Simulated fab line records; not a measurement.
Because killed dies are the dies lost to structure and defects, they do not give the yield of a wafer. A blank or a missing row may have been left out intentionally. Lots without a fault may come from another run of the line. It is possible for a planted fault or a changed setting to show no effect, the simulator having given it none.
Matching of chambers -- flow n5_finfet -- 3 sister chambers for N5_BEOL_M9_CURE_72 on uv_cure-02
The step cures SiCOH lowk, time 120 s. 3 wafers are shown with their chamber, then 12 later ones without.

== WAFERS PAIRED WITH THEIR CHAMBERS ==
wafer,chamber,wafer_temp_C_max
L092.6,0,371.3
L093.6,1,372.8
L096.6,2,372.5

== WAFERS WITHOUT THEIR CHAMBER ==
wafer,wafer_temp_C_max
L096.2,371.7
L096.3,371.3
L096.4,371.5
L095.1,371.8
L095.3,371.7
L095.4,371.9
L094.1,371.7
L094.4,370.8
L094.6,371.4
L097.1,371.9
L097.2,371.5
L097.6,371.8

== THE CHAMBER EACH PASSED THROUGH ==
wafer,from the rows above,in truth
L096.2,can't be placed: 0 or 2 or 1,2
L096.3,0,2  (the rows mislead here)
L096.4,can't be placed: 0 or 2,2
L095.1,can't be placed: 0 or 2 or 1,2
L095.3,can't be placed: 0 or 2 or 1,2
L095.4,can't be placed: 0 or 2 or 1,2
L094.1,can't be placed: 0 or 2 or 1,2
L094.4,0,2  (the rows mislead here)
L094.6,0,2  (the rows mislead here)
L097.1,can't be placed: 0 or 2 or 1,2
L097.2,can't be placed: 0 or 2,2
L097.6,can't be placed: 0 or 2 or 1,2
Correctly placed: 0 of 12. From these rows, 9 cannot be placed; in 9 the true chamber is one of the candidates. Wrongly placed: 3.
How it was worked out, from the rows above alone: a wafer's distance from a chamber is the root of the sum, over the readings, of the square of ((its reading less the chamber's mean) divided by the reading's scatter). If the next closest chamber is less than 2 further off than the closest, the wafer can't be placed; otherwise it belongs to the closest. Each chamber's mean is taken over the wafers shown for it. The scatter (one wafer shown for each chamber): square how far every hidden wafer sits from the nearest shown wafer, average those squares and take the square root.
